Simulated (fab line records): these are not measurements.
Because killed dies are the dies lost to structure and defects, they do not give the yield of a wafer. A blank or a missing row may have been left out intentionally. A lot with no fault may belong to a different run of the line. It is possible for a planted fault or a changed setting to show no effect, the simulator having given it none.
Chamber matching / flow n5-finfet / rie-diel-02 running N5_BEOL_M6_ETCH_66: 4 sister chambers
The step etches SOC in N2/H2, target depth 80 nm, overetch 16 nm, time 120 s. 16 wafers are shown with their chamber, then 8 later ones without.

WAFERS PAIRED WITH THEIR CHAMBERS
wafer=L074.3; chamber=1; showerhead-plenum-p-Torr (Torr)=2.63; throttle-valve-pct (%)=17.89; drypump-motor-current-A (A)=6.2
wafer=L074.4; chamber=0; showerhead-plenum-p-Torr (Torr)=2.40; throttle-valve-pct (%)=17.55; drypump-motor-current-A (A)=5.3
wafer=L074.5; chamber=0; showerhead-plenum-p-Torr (Torr)=2.40; throttle-valve-pct (%)=17.55; drypump-motor-current-A (A)=5.3
wafer=L076.1; chamber=3; showerhead-plenum-p-Torr (Torr)=2.53; throttle-valve-pct (%)=17.81; drypump-motor-current-A (A)=5.6
wafer=L076.4; chamber=2; showerhead-plenum-p-Torr (Torr)=2.64; throttle-valve-pct (%)=18.36; drypump-motor-current-A (A)=5.3
wafer=L076.6; chamber=3; showerhead-plenum-p-Torr (Torr)=2.53; throttle-valve-pct (%)=17.84; drypump-motor-current-A (A)=5.6
wafer=L077.3; chamber=2; showerhead-plenum-p-Torr (Torr)=2.63; throttle-valve-pct (%)=18.40; drypump-motor-current-A (A)=5.2
wafer=L077.5; chamber=0; showerhead-plenum-p-Torr (Torr)=2.39; throttle-valve-pct (%)=17.59; drypump-motor-current-A (A)=5.3
wafer=L077.6; chamber=1; showerhead-plenum-p-Torr (Torr)=2.62; throttle-valve-pct (%)=17.91; drypump-motor-current-A (A)=6.2
wafer=L082.2; chamber=1; showerhead-plenum-p-Torr (Torr)=2.62; throttle-valve-pct (%)=17.91; drypump-motor-current-A (A)=6.3
wafer=L082.3; chamber=0; showerhead-plenum-p-Torr (Torr)=2.39; throttle-valve-pct (%)=17.57; drypump-motor-current-A (A)=5.3
wafer=L082.6; chamber=1; showerhead-plenum-p-Torr (Torr)=2.62; throttle-valve-pct (%)=17.91; drypump-motor-current-A (A)=6.2
wafer=L081.1; chamber=0; showerhead-plenum-p-Torr (Torr)=2.39; throttle-valve-pct (%)=17.59; drypump-motor-current-A (A)=5.3
wafer=L081.5; chamber=2; showerhead-plenum-p-Torr (Torr)=2.63; throttle-valve-pct (%)=18.40; drypump-motor-current-A (A)=5.3
wafer=L081.6; chamber=1; showerhead-plenum-p-Torr (Torr)=2.62; throttle-valve-pct (%)=17.91; drypump-motor-current-A (A)=6.2
wafer=L089.1; chamber=3; showerhead-plenum-p-Torr (Torr)=2.51; throttle-valve-pct (%)=17.90; drypump-motor-current-A (A)=5.7

SIGNATURES (means of the wafers above)
reading=showerhead-plenum-p-Torr; chamber 0=2.3940; chamber 1=2.6220; chamber 2=2.6333; chamber 3=2.5233; scatter within a chamber=0.00667
reading=throttle-valve-pct; chamber 0=17.5700; chamber 1=17.9060; chamber 2=18.3867; chamber 3=17.8500; scatter within a chamber=0.0245
reading=drypump-motor-current-A; chamber 0=5.300; chamber 1=6.220; chamber 2=5.267; chamber 3=5.633; scatter within a chamber=0.0422
Rule: for a wafer and a chamber, the distance is found by dividing, reading by reading, the gap between the wafer's reading and the chamber's mean by the reading's scatter, squaring, summing and taking the root. If the next closest chamber is less than 2 further off than the closest, the wafer can't be placed; otherwise it belongs to the closest. The scatter: take each reading less its chamber's mean, square it, sum over the shown wafers, divide by the number of wafers less the number of chambers, and take the root.

WAFERS MISSING THEIR CHAMBER
wafer=L089.4; showerhead-plenum-p-Torr (Torr)=2.63; throttle-valve-pct (%)=17.99; drypump-motor-current-A (A)=5.2
wafer=L089.5; showerhead-plenum-p-Torr (Torr)=2.38; throttle-valve-pct (%)=17.62; drypump-motor-current-A (A)=5.3
wafer=L092.2; showerhead-plenum-p-Torr (Torr)=2.51; throttle-valve-pct (%)=17.89; drypump-motor-current-A (A)=5.6
wafer=L092.3; showerhead-plenum-p-Torr (Torr)=2.62; throttle-valve-pct (%)=17.98; drypump-motor-current-A (A)=5.3
wafer=L092.4; showerhead-plenum-p-Torr (Torr)=2.51; throttle-valve-pct (%)=17.91; drypump-motor-current-A (A)=5.6
wafer=L096.1; showerhead-plenum-p-Torr (Torr)=2.62; throttle-valve-pct (%)=18.01; drypump-motor-current-A (A)=5.2
wafer=L096.3; showerhead-plenum-p-Torr (Torr)=2.60; throttle-valve-pct (%)=17.52; drypump-motor-current-A (A)=6.2
wafer=L096.5; showerhead-plenum-p-Torr (Torr)=2.50; throttle-valve-pct (%)=17.91; drypump-motor-current-A (A)=5.6

THE CHAMBER EACH PASSED THROUGH
wafer=L089.4; from the rows above=2; in truth=2
wafer=L089.5; from the rows above=0; in truth=0
wafer=L092.2; from the rows above=3; in truth=3
wafer=L092.3; from the rows above=can't be placed: 2 or 3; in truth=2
wafer=L092.4; from the rows above=3; in truth=3
wafer=L096.1; from the rows above=2; in truth=2
wafer=L096.3; from the rows above=1; in truth=1
wafer=L096.5; from the rows above=3; in truth=3
Placed correctly: 7 of 8. These rows do not allow placing 1 (true chamber among the candidates in 1). Number placed wrongly: 0.
